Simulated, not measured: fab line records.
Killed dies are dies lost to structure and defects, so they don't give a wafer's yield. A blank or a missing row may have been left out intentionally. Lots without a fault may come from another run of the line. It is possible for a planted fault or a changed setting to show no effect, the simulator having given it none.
Chamber matching | flow nandHarc | 4 sister chambers for NHARC_HYBRID_BOND_ACTIVATE_00 on rieDiel-12
The step chemistry N2, time 60 s. 4 wafers are shown with their chamber, then 8 later ones without.

EACH WAFER AND ITS CHAMBER
wafer  | chamber | showerheadPlenumPTorr (Torr)
L527.6 | 1       | 1.85
L540.2 | 0       | 1.82
L540.6 | 2       | 1.69
L542.2 | 3       | 1.75

WAFERS MISSING THEIR CHAMBER
wafer  | showerheadPlenumPTorr (Torr)
L542.3 | 1.82
L542.4 | 1.85
L541.1 | 1.85
L541.3 | 1.69
L541.4 | 1.81
L544.2 | 1.85
L544.5 | 1.75
L544.6 | 1.81

EACH ONE'S CHAMBER
wafer  | from the rows above | in truth
L542.3 | 0                   | 0
L542.4 | 1                   | 1
L541.1 | 1                   | 1
L541.3 | 2                   | 2
L541.4 | 0                   | 0
L544.2 | 1                   | 1
L544.5 | 3                   | 3
L544.6 | 0                   | 0
8 of 8 placed correctly. Can't be placed from these rows: 0. Wrongly placed: 0.
How it was worked out, from the rows above alone: a wafer's distance from a chamber is the root of the sum, over the readings, of the square of ((its reading less the chamber's mean) divided by the reading's scatter). If the next closest chamber is less than 2 further off than the closest, the wafer can't be placed; otherwise it belongs to the closest. A chamber's mean is the mean of its shown wafers. The scatter: with one shown wafer a chamber, the root of the mean of the squares of how far each hidden wafer lies from its nearest shown one.
